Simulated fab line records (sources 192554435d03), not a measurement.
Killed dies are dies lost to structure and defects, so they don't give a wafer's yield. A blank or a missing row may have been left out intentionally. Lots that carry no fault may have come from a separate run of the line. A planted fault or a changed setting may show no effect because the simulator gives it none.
Chamber matching ; flow n5-finfet ; rie-diel-06 running N5_MOL_CONTACT_COAG_ETCH_110: 4 sister chambers
The step etches Si in CF4/O2, target depth 2.5 nm, time 8 s. 8 wafers are shown with their chamber, then 8 later ones without.

## WAFERS PAIRED WITH THEIR CHAMBERS
wafer;chamber;throttle-valve-pct (%);showerhead-plenum-p-Torr (Torr)
L091.6;1;10.97;2.21
L092.1;3;11.04;2.22
L092.2;1;10.98;2.21
L092.3;0;10.64;2.24
L093.1;0;10.65;2.23
L093.2;3;11.05;2.22
L093.3;2;10.51;2.29
L094.2;2;10.52;2.29

## WAFERS WITH NO CHAMBER GIVEN
wafer;throttle-valve-pct (%);showerhead-plenum-p-Torr (Torr)
L094.3;10.97;2.21
L094.5;10.50;2.29
L095.1;11.01;2.21
L095.3;10.65;2.23
L095.6;11.07;2.22
L096.2;10.69;2.23
L096.3;11.01;2.21
L096.6;11.01;2.21

## WHICH CHAMBER EACH ONE RAN IN
wafer;from the rows above;in truth
L094.3;1;1
L094.5;2;2
L095.1;can't be placed: 1 or 3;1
L095.3;0;0
L095.6;3;3
L096.2;0;0
L096.3;can't be placed: 1 or 3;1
L096.6;can't be placed: 1 or 3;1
Correctly placed: 5 of 8. Cannot be placed on the basis of these rows: 3; the candidates contain the true chamber in 3. Placed wrongly: 0.
How it was worked out, from the rows above alone: a wafer's distance from a chamber is the root of the sum, over the readings, of the square of ((its reading less the chamber's mean) divided by the reading's scatter). The wafer belongs to the nearest chamber; if the next one is less than 2 further off, it can't be placed. A chamber's mean is the mean of its shown wafers. The scatter: take each reading less its chamber's mean, square it, sum over the shown wafers, divide by the number of wafers less the number of chambers, and take the root.
